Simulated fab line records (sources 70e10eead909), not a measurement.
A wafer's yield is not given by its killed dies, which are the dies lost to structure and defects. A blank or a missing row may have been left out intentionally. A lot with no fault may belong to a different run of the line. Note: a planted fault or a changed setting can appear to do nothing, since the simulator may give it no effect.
Chamber matching    flow nandHarc    rieDiel-01 running NHARC_P_BONDPAD_STRIP_15: 4 sister chambers
The step strips in O2. 8 wafers are shown with their chamber, then 11 later ones without.

EACH WAFER AND ITS CHAMBER
wafer   chamber  drypumpMotorCurrentA (A)  oesProductAu (a.u.)
L081.3  2        4.9                       1.008
L084.6  2        4.9                       1.005
L088.4  3        6.7                       0.995
L088.6  1        5.9                       1.002
L087.2  3        6.6                       0.996
L086.5  0        6.5                       0.990
L086.6  1        5.9                       0.999
L090.1  0        6.5                       0.990

WAFERS WITHOUT THEIR CHAMBER
wafer   drypumpMotorCurrentA (A)  oesProductAu (a.u.)
L090.5  4.9                       1.006
L090.6  6.5                       0.994
L089.1  6.5                       1.007
L089.2  4.9                       1.004
L089.3  5.9                       0.995
L094.2  6.5                       1.004
L094.3  4.9                       0.995
L094.6  5.9                       0.995
L095.1  4.9                       0.996
L095.2  6.7                       0.994
L095.5  6.7                       0.991

WHICH CHAMBER EACH ONE RAN IN
wafer    from the rows above       in truth
L090.5   2                         2
L090.6   can't be placed: 0 or 3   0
L089.1   3                         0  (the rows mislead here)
L089.2   2                         2
L089.3   1                         1
L094.2   3                         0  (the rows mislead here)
L094.3   2                         2
L094.6   1                         1
L095.1   2                         2
L095.2   3                         3
L095.5   3                         3
Placed correctly: 8 of 11. These rows do not allow placing 1 (true chamber among the candidates in 1). Placed wrongly: 2.
How it was worked out, from the rows above alone: a wafer's distance from a chamber is the root of the sum, over the readings, of the square of ((its reading less the chamber's mean) divided by the reading's scatter). If the next closest chamber is less than 2 further off than the closest, the wafer can't be placed; otherwise it belongs to the closest. A chamber's mean is the mean of its shown wafers. The scatter is the square root of a quotient: the sum, over the shown wafers, of each reading's squared deviation from its chamber's mean, divided by wafers minus chambers.
